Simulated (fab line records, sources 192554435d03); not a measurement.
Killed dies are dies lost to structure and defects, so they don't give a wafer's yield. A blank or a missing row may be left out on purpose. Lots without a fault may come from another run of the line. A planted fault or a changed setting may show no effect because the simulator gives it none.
Chamber matching | flow n5_finfet | N5_ILD0_ALD_15 on ald_sin-01: 4 sister chambers
The step deposits SiNx, target thk 24 nm, pulse time 1 s, ald cycles 480. 8 wafers are shown with their chamber, then 12 later ones without.

WAFERS WITH THEIR CHAMBER
wafer  | chamber | heater_power_w (W) | precursor_pulse_height_rel
L084.2 | 0       | 817                | 0.975
L086.5 | 3       | 928                | 0.997
L087.4 | 2       | 1069               | 1.023
L087.5 | 0       | 836                | 1.045
L087.6 | 1       | 754                | 0.988
L089.3 | 1       | 772                | 1.004
L089.4 | 3       | 965                | 1.021
L089.6 | 2       | 1050               | 0.978

WAFERS WITHOUT THEIR CHAMBER
wafer  | heater_power_w (W) | precursor_pulse_height_rel
L090.1 | 824                | 1.030
L090.5 | 939                | 1.003
L090.6 | 1066               | 1.037
L091.2 | 1022               | 0.977
L091.3 | 761                | 1.020
L091.4 | 822                | 0.995
L094.2 | 1093               | 0.993
L094.4 | 922                | 0.991
L094.5 | 834                | 0.987
L095.1 | 751                | 1.035
L095.3 | 1103               | 1.011
L095.6 | 826                | 1.018

WHICH CHAMBER EACH WENT THROUGH
wafer  | from the rows above | in truth
L090.1 | 0                   | 0
L090.5 | 3                   | 3
L090.6 | 2                   | 2
L091.2 | 2                   | 2
L091.3 | 1                   | 1
L091.4 | 0                   | 0
L094.2 | 2                   | 2
L094.4 | 3                   | 3
L094.5 | 0                   | 0
L095.1 | 1                   | 1
L095.3 | 2                   | 2
L095.6 | 0                   | 0
Placed correctly: 12 of 12. Can't be placed from these rows: 0. Placed wrongly: 0.
How it was worked out, from the rows above alone: a wafer's distance from a chamber is the root of the sum, over the readings, of the square of ((its reading less the chamber's mean) divided by the reading's scatter). The wafer belongs to the nearest chamber; if the next one is less than 2 further off, it can't be placed. A chamber's mean is the mean of its shown wafers. The scatter: the root of (the sum of the squares of (reading less its chamber's mean) over the shown wafers, divided by (wafers less chambers)).
